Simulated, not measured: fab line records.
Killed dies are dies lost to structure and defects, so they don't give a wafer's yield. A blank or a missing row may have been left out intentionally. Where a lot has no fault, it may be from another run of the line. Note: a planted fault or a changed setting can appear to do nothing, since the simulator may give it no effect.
Matching of chambers :: flow n5Finfet :: N5_MOL_CONTACT_COAG_CO_FILL_22 on cvdCo-01: 3 sister chambers
The step material Co, precursor CCTBA/H2, target thk 20 nm. 6 wafers are shown with their chamber, then 12 later ones without.

WAFERS, EACH WITH ITS CHAMBER
wafer: L086.6
chamber: 2
heaterPowerW (W): 216

wafer: L089.6
chamber: 2
heaterPowerW (W): 219

wafer: L091.6
chamber: 1
heaterPowerW (W): 268

wafer: L090.1
chamber: 0
heaterPowerW (W): 219

wafer: L090.3
chamber: 1
heaterPowerW (W): 268

wafer: L090.5
chamber: 0
heaterPowerW (W): 220

WAFERS WITHOUT THEIR CHAMBER
wafer: L093.3
heaterPowerW (W): 227

wafer: L093.5
heaterPowerW (W): 224

wafer: L093.6
heaterPowerW (W): 267

wafer: L094.2
heaterPowerW (W): 220

wafer: L094.4
heaterPowerW (W): 222

wafer: L094.6
heaterPowerW (W): 279

wafer: L096.2
heaterPowerW (W): 268

wafer: L096.4
heaterPowerW (W): 268

wafer: L096.6
heaterPowerW (W): 224

wafer: L097.3
heaterPowerW (W): 271

wafer: L097.4
heaterPowerW (W): 221

wafer: L097.5
heaterPowerW (W): 266

WHICH CHAMBER EACH WENT THROUGH
wafer: L093.3
from the rows above: can't be placed: 0 or 2
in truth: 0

wafer: L093.5
from the rows above: can't be placed: 0 or 2
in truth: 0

wafer: L093.6
from the rows above: 1
in truth: 1

wafer: L094.2
from the rows above: can't be placed: 0 or 2
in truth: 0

wafer: L094.4
from the rows above: can't be placed: 0 or 2
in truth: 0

wafer: L094.6
from the rows above: 1
in truth: 1

wafer: L096.2
from the rows above: 1
in truth: 1

wafer: L096.4
from the rows above: 1
in truth: 1

wafer: L096.6
from the rows above: can't be placed: 0 or 2
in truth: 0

wafer: L097.3
from the rows above: 1
in truth: 1

wafer: L097.4
from the rows above: can't be placed: 0 or 2
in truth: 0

wafer: L097.5
from the rows above: 1
in truth: 1
Correct placement for 6 of the 12. These rows do not allow placing 6 (true chamber among the candidates in 6). Wrongly placed: 0.
How it was worked out, from the rows above alone: a wafer's distance from a chamber is the root of the sum, over the readings, of the square of ((its reading less the chamber's mean) divided by the reading's scatter). The wafer belongs to the nearest chamber; if the next one is less than 2 further off, it can't be placed. A chamber's mean is the mean of its shown wafers. The scatter: take each reading less its chamber's mean, square it, sum over the shown wafers, divide by the number of wafers less the number of chambers, and take the root.
